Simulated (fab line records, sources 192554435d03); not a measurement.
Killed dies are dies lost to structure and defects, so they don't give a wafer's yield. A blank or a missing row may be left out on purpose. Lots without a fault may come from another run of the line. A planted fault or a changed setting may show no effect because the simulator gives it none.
Chamber matching | flow n5_finfet | N5_BEOL_M5_STRIP_19 on rie_diel-03: 4 sister chambers
The step strips in O2. 18 wafers are shown with their chamber, then 9 later ones without.

WAFERS WITH THEIR CHAMBER
wafer  | chamber | showerhead_plenum_p_Torr (Torr) | drypump_motor_current_A (A) | oes_product_au (a.u.)
L075.1 | 3       | 2.15                            | 6.2                         | 0.90
L075.4 | 2       | 2.10                            | 5.4                         | 0.74
L075.5 | 1       | 2.19                            | 6.2                         | 0.74
L077.3 | 1       | 2.19                            | 6.1                         | 0.74
L077.4 | 0       | 2.02                            | 6.2                         | 0.79
L077.6 | 1       | 2.19                            | 6.1                         | 0.73
L081.4 | 1       | 2.19                            | 6.2                         | 0.74
L081.5 | 2       | 2.09                            | 5.5                         | 0.73
L081.6 | 3       | 2.14                            | 6.3                         | 0.89
L084.1 | 3       | 2.14                            | 6.2                         | 0.88
L084.2 | 2       | 2.09                            | 5.5                         | 0.73
L084.3 | 0       | 2.01                            | 6.2                         | 0.78
L087.2 | 3       | 2.14                            | 6.2                         | 0.86
L087.3 | 0       | 2.01                            | 6.2                         | 0.77
L087.6 | 2       | 2.09                            | 5.5                         | 0.72
L089.3 | 1       | 2.18                            | 6.2                         | 0.72
L089.5 | 1       | 2.18                            | 6.2                         | 0.73
L089.6 | 3       | 2.14                            | 6.2                         | 0.86

SIGNATURES (means of the wafers above)
reading                  | chamber 0 | chamber 1 | chamber 2 | chamber 3 | scatter within a chamber
showerhead_plenum_p_Torr | 2.0133    | 2.1867    | 2.0925    | 2.1420    | 0.00504
drypump_motor_current_A  | 6.200     | 6.167     | 5.475     | 6.220     | 0.0454
oes_product_au           | 0.7800    | 0.7333    | 0.7300    | 0.8780    | 0.012
Rule: a wafer's distance from a chamber is the root of the sum, over the readings, of the square of ((its reading less the chamber's mean) divided by the reading's scatter). The wafer belongs to the nearest chamber; if the next one is less than 2 further off, it can't be placed. The scatter: the root of (the sum of the squares of (reading less its chamber's mean) over the shown wafers, divided by (wafers less chambers)).

WAFERS WITHOUT THEIR CHAMBER
wafer  | showerhead_plenum_p_Torr (Torr) | drypump_motor_current_A (A) | oes_product_au (a.u.)
L090.2 | 2.18                            | 6.2                         | 0.71
L090.5 | 2.18                            | 6.2                         | 0.72
L090.6 | 2.14                            | 6.2                         | 0.85
L095.1 | 2.17                            | 6.2                         | 0.71
L095.2 | 2.00                            | 6.2                         | 0.75
L095.4 | 2.08                            | 5.4                         | 0.71
L097.1 | 2.17                            | 6.1                         | 0.70
L097.2 | 2.00                            | 6.2                         | 0.74
L097.5 | 2.17                            | 6.1                         | 0.71

WHICH CHAMBER EACH WENT THROUGH
wafer  | from the rows above | in truth
L090.2 | 1                   | 1
L090.5 | 1                   | 1
L090.6 | 3                   | 3
L095.1 | 1                   | 1
L095.2 | 0                   | 0
L095.4 | 2                   | 2
L097.1 | 1                   | 1
L097.2 | 0                   | 0
L097.5 | 1                   | 1
Placed correctly: 9 of 9. Can't be placed from these rows: 0. Placed wrongly: 0.
